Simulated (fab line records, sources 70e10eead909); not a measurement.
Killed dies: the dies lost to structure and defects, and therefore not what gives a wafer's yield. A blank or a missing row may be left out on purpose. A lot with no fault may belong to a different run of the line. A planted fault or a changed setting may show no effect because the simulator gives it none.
A lot that was struck, set against a sound lot || flow nand-harc || 14 steps out of a route of 1302
Sound: the wafers L769.1, L769.2, L769.4. Struck: wafers L763.3, L763.4, L763.5. The cause is given at the end.
Each step with rows lists, per side, the tool, then ch with its chambers, then its first start. Under that, the readings that differ: sound wafers || struck wafers || difference of the means || sigmas: that difference in standard deviations of wafers without a fault.
alike: a reading whose means differ by less than 2 such deviations, as well as words and numbers matching on both sides. not compared: withheld readings; readings where some wafer has no value; bounds like >300 that might hide an equal value; numbers whose values overlap and for which the record gives no deviation.
A row with sigmas, a row that says differs or no value, or rows on one side alone: a step with any of these is where the two part. Numbers that have no deviation but don't overlap get no sigmas and don't part them. Lack of a reading on every wafer of one side parts them only where that side has two or more wafers.

first, 8 steps without rows for these wafers: NHARC_P_M2_HMDS_02 (time 30 s); NHARC_P_M2_COAT_34 (time 65 s); NHARC_P_M2_COAT_03 (resist thk 90 nm); NHARC_P_M2_SOFTBAKE_04 (time 55 s); NHARC_P_M2_EBR_05; NHARC_P_M2_EXPOSE_06 (exposes mask P M2, target cd 170 nm); NHARC_P_M2_PEB_07 (peb time 65 s); NHARC_P_M2_DEVELOP_08 (develop time 35 s).
NHARC_P_M2_CD_MEAS_09: target cd 170 nm.
  sound on cd-sem-02 ch 0, day 11 17:50; struck on cd-sem-01 ch 0, day 8 20:44
  alike: cd-nm
NHARC_P_M2_OVL_MEAS_10: pitch 340 nm.
  sound on overlay-01, day 11 17:56; struck on overlay-02, day 8 20:50
  alike: overlay-x-nm, overlay-y-nm
NHARC_P_M2_INSPECT_11:
  sound on defect-inspect-02, day 11 17:58; struck on defect-inspect-02, day 8 20:52
  alike: raw-defect-count
NHARC_P_M2_DESCUM_14: chemistry O2, time 3 s.
  sound on rie-diel-04 ch 0,2,3, day 11 18:02; struck on rie-diel-03 ch 0,2, day 8 20:55
  alike: drypump-motor-current-A, oes-product-au, rf-vpp-V, showerhead-plenum-p-Torr, throttle-valve-pct
  not compared: rf-hours-counter-h
NHARC_P_M2_ETCH_35: etches the open film in N2/H2, target depth 40 nm, overetch 12 nm, time 43.94 s.
  sound on rie-diel-04 ch 0,1,3, day 11 18:07; struck on rie-diel-03 ch 0,1,3, day 8 21:01
  no value came back on the struck wafers for any of 9 readings (bias-w (W), chamber-pressure-mTorr (mTorr) and others); on the sound wafers bias-w (W) reads 149.9 150.3 150.3
NHARC_P_M2_ETCH_15: etches the open film in C4F8/Ar, target depth 182.5 nm, time 91.2 s.
  sound on rie-diel-04 ch 0,2,3; struck on rie-diel-03 ch 1,3, day 8 21:06
  alike: bias-w, chamber-pressure-mTorr, oes-product-au, rf-vpp-V
  not compared: rf-hours-counter-h

WHERE THEY PART
Within this record, at NHARC_P_M2_ETCH_35 only. Later steps at which nothing parts them and some readings are alike: NHARC_P_M2_ETCH_15.

WHY: what the simulator had put in
At NHARC_P_M2_ETCH_35, the step was skipped entirely on rie-diel-03 from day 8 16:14 on. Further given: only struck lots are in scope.
